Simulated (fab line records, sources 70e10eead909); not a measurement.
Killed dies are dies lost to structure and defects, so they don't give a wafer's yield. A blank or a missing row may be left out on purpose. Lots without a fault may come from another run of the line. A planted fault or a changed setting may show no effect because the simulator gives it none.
fab line records | flow nand_harc
record lots=6 wafers=18 last_day=32
route steps=1302 shown THIN_TSV@1282
lots that met no fault: from a run of the same line without faults
start_h: hours from the record's first day to the start of the lot's first wafer shown | wait_h: hours since the lot's step before | " the same as in the row above | L1.1+2: a row that stands for several wafers | - no value, or no start given | * or withheld: withheld | < > ~ a bound
route shown NAME@n: a module of which the file shows steps, and the number in the route of the first | usual: mean/standard deviation of fault-free wafers | same: alike in all rows | chamber/n: place in a boat | sites: the reading at each site | _std_site: their standard deviation | _edge_site: outer sites' mean less inner sites' | radius_mm: how far each site lies from the wafer's centre | mask NAME#n: copy n | behind: the tool/chamber that last shaped the wafer | hold: why the lot was held/for how many hours/how that ended | device: the transistor (n, p or np) that didn't switch | end of line: the same wafers' tests at the end of the route | a step without rows: its recipe alone | killed: dies lost to structure and defects at the first sort, not the wafer's yield | map: a wafer's dies, x killed, . not, _ none there
set.NAME: the setting as run; set.NAME@STEP: as run at that earlier step | model.NAME: the simulator's own value behind a step, which no gauge read
lots at some steps of the route; a table a step, a row a wafer
services: from which hour (start_h, from the record's first day; less than 0 if before it) a tool's chamber was out of use, for how many hours, and why
## steps
# step NHARC_THIN_TSV_PVD_24
# recipe target_thk_a=8000 power_w=withheld chamber_pressure_pa=withheld substrate_temp_c=withheld time_s=withheld gas=Ar material=Al
# step NHARC_THIN_TSV_DEHYDRATE_25
# recipe temp_c=150 time_s=120
# step NHARC_THIN_TSV_HMDS_26
# recipe time_s=30
# step NHARC_THIN_TSV_COAT_27
# recipe spin_rpm=*
# step NHARC_THIN_TSV_SOFTBAKE_28
# recipe temp_c=122 time_s=95
# step NHARC_THIN_TSV_EBR_29
# step NHARC_THIN_TSV_EXPOSE_30
# recipe na=0.55 dose_mj=11.47 mask_id=PAD
# step NHARC_THIN_TSV_PEB_31
# recipe peb_temp_c=118 peb_time_s=85
# step NHARC_THIN_TSV_DEVELOP_32
# recipe time_s=70
# step NHARC_THIN_TSV_CD_MEAS_33
# recipe target_cd_nm=5000 landing_energy_ev=500
# usual cd_nm=4999.8/2.9
# columns lot.wafer tool chamber start_h wait_h cd_nm
L329.2 cd_sem-03 0 586.75 - 4998.1
L329.3 " 0 " " 4997.8
L329.5 " 0 " " 4995.3
L332.2 cd_sem-03 0 611.80 - 4999.1
L332.4 " 0 " " 4998.3
L332.6 " 0 " " 5003.1
L339.1 cd_sem-02 0 695.93 - 5006.6
L339.2 " 0 " " 5000.7
L339.3 " 0 " " 5004.4
L342.3 cd_sem-03 0 720.89 - 4998.8
L342.4 " 0 " " 4996.7
L342.5 " 0 " " 4997.4
L343.3 cd_sem-01 0 721.89 - 5001.8
L343.4 " 0 " " 4997.4
L343.5 " 0 " " 5003.6
L346.2 cd_sem-01 0 752.53 - 5004.4
L346.4 " 0 " " 5001.0
L346.6 " 0 " " 5001.3
# step NHARC_THIN_TSV_HARDBAKE_34
# recipe temp_c=125 time_s=80
# step NHARC_THIN_TSV_DESCUM_35
# recipe time_s=3 o2_flow_sccm=200 ar_flow_sccm=0 bias_power_w=0 chemistry=O2
# usual drypump_motor_current_A=5.9/0.45 oes_product_au=1.004/0.011 rf_vpp_V=58.0/0.83 showerhead_plenum_p_Torr=1.95/0.079 throttle_valve_pct=11.312/0.01
# same bias_power_w=0
# columns lot.wafer tool chamber start_h wait_h drypump_motor_current_A oes_product_au rf_hours_counter_h rf_vpp_V showerhead_plenum_p_Torr throttle_valve_pct
L329.3 rie_diel-10 3 586.94 - 6.2 0.986 9.5 56.9 1.84 11.333
L329.2 " 0 " " 5.5 1.029 10.1 58.5 2.01 11.318
L329.5 " 1 " " 5.9 1.010 - 58.2 1.86 11.300
L332.2 rie_diel-05 0 611.96 - 5.3 0.995 1.7 57.8 1.99 11.319
L332.4 " 3 " " 6.7 1.001 1.2 59.0 1.96 11.313
L332.6 " 0 " " 5.2 0.992 - 58.4 2.00 11.320
L339.1 rie_diel-10 0 696.11 - 5.5 0.990 5.0 57.8 2.01 11.311
L339.3 " 1 " " 5.9 1.008 4.0 57.4 1.85 11.307
L339.2 " 2 " " 5.6 1.014 4.0 58.3 2.03 11.314
L342.4 rie_diel-05 3 721.05 - 6.7 1.001 6.1 58.1 1.96 11.312
L342.3 " 2 " " 6.0 1.012 6.4 58.2 2.06 11.324
L342.5 " 0 " " 5.2 1.012 - 58.0 1.99 11.303
L343.3 rie_diel-10 1 722.05 - 5.9 0.989 5.9 58.2 1.85 11.314
L343.4 " 3 " " 6.2 0.986 5.8 58.2 1.84 11.316
L343.5 " 1 " " 5.9 0.992 - 57.7 1.85 11.306
L346.2 rie_diel-05 2 752.70 - 6.0 1.010 7.8 58.3 2.06 11.293
L346.6 " 1 " " 5.7 1.009 - 58.0 1.99 11.325
L346.4 " 0 " " 5.3 1.004 - 57.8 1.99 11.306
# step NHARC_THIN_TSV_ETCH_59
# recipe target_depth_a=8800 icp_w=900 bias_w=100 Cl2_flow_sccm=60 bcl3_flow_sccm=30 time_s=138.1 chemistry=Cl2/BCl3
# usual drypump_motor_current_A=5.66/0.24 mfc_cl2_sccm=60.01/0.17 oes_product_au=0.993/0.014 throttle_valve_pct=22.265/0.0085
# columns lot.wafer tool chamber start_h wait_h drypump_motor_current_A mfc_cl2_sccm oes_product_au rf_hours_counter_h throttle_valve_pct
L329.2 rie_metal-03 1 587.04 0.1 5.35 59.94 0.988 1.2 22.266
L329.3 " 1 " " 5.34 60.16 0.983 - 22.267
L329.5 " 0 " " 5.77 59.91 1.004 - 22.266
L332.2 rie_metal-01 0 612.12 0.2 5.66 60.07 1.023 0.5 22.260
L332.4 " 0 " " 5.65 60.20 1.029 - 22.278
L332.6 " 0 " " 5.66 60.22 1.012 - 22.265
L339.1 rie_metal-01 1 696.22 0.1 6.10 60.08 0.920 1.7 22.250
L339.2 " 0 " " 5.66 60.21 1.026 1.7 22.261
L339.3 " 0 " " 5.68 60.24 1.021 - 22.246
L342.4 rie_metal-01 1 721.27 0.2 6.07 59.93 0.991 - 22.270
L342.3 " 0 " " 5.67 59.77 1.012 - 22.268
L342.5 " 1 " " 6.07 60.32 0.921 - 22.276
L343.3 rie_metal-03 0 722.25 0.2 5.77 60.36 0.982 - 22.255
L343.4 " 1 " " 5.36 59.83 0.994 - 22.262
L343.5 " 0 " " 5.76 60.11 0.991 - 22.270
L346.2 rie_metal-03 0 752.87 0.2 5.80 60.15 0.996 0.6 22.258
L346.4 " 1 " " 5.33 60.13 0.990 - 22.277
L346.6 " 0 " " 5.77 60.19 0.990 - 22.251
# step NHARC_THIN_TSV_ETCH_36
# recipe target_depth_a=650 over_etch_frac=0.3 time_s=18.571 ion_energy_ev=150 chemistry=Cl2/BCl3
# usual drypump_motor_current_A=5.65/0.25 oes_product_au=0.995/0.015
# columns lot.wafer tool chamber start_h wait_h drypump_motor_current_A oes_product_au rf_hours_counter_h
L329.2 rie_metal-03 1 587.30 0.2 5.33 0.990 1.3
L329.3 " 1 " " 5.33 0.997 -
L329.5 " 0 " " 5.74 1.008 -
L332.2 rie_metal-01 1 612.35 0.2 6.08 0.997 0.7
L332.4 " 1 " " 6.10 0.995 -
L332.6 " 1 " " 6.09 0.993 -
L339.2 rie_metal-01 1 696.48 0.2 6.10 1.003 1.9
L339.1 " 0 " " 5.65 1.032 1.9
L339.3 " 1 " " 6.08 0.993 -
L342.4 rie_metal-01 1 721.53 0.2 6.10 1.005 -
L342.3 " 0 " " 5.67 1.026 -
L342.5 " 0 " " 5.64 1.012 -
L343.3 rie_metal-03 0 722.46 0.2 5.78 0.995 -
L343.4 " 1 " " 5.32 0.991 -
L343.5 " 0 " " 5.79 0.993 -
L346.2 rie_metal-03 0 753.15 0.2 5.77 0.991 0.8
L346.4 " 1 " " 5.34 1.002 -
L346.6 " 1 " " 5.31 1.001 -
## services
# columns tool chamber start_h hours kind
rie_diel-05 0 563.41 - clean
rie_diel-05 1 563.41 - clean
rie_metal-01 0 568.16 15.5 repair
rie_metal-01 - 575.00 9.0 pm
rie_metal-01 1 575.00 9.0 vent_cycle
rie_metal-01 0 584.00 - clean
rie_metal-01 1 584.00 - clean
rie_diel-05 - 584.05 9.0 pm
rie_diel-10 - 596.50 9.0 pm
rie_diel-10 1 617.49 7.7 repair
rie_diel-10 3 626.86 4.2 repair
rie_diel-05 1 649.82 10.9 repair
rie_diel-05 1 666.86 3.9 repair
rie_diel-05 0 680.12 10.7 repair
rie_metal-03 - 696.00 9.0 pm
rie_metal-03 0 696.00 9.0 vent_cycle
rie_metal-03 1 696.00 9.0 vent_cycle
rie_metal-03 0 705.00 - clean
rie_metal-03 1 705.00 - clean
rie_diel-05 2 732.05 5.9 repair
rie_diel-05 3 745.42 9.1 repair
rie_metal-01 - 752.00 9.0 pm
rie_metal-01 0 752.00 9.0 vent_cycle
rie_metal-01 1 752.00 9.0 vent_cycle
## key
first_sign step=NHARC_THIN_TSV_ETCH_59 reading=oes_product_au direction=down sigmas=5.3 usual=0.993 struck=0.921
effect none on later readings
met_at NHARC_THIN_TSV_ETCH_59
struck_wafers L339.1,L342.5
later_rows_left_out L339.1,L342.5
sort_left_out L339.1,L342.5
onset_between 612.12 696.22
fault kind=process_parameter_drift tool=rie_metal-01 chamber=- onset_h=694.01 steps=NHARC_THIN_TSV_ETCH_59 channel=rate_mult offset=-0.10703 shape=step end_h=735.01 scope=struck_wafers_only
# sort_left_out: the simulated sort isn't trusted on such a fault, so these wafers' sort isn't shown, and their yield isn't known
# later_rows_left_out: the simulator's readings of these wafers behind a module that went badly wrong aren't trusted and aren't shown, but for the sort
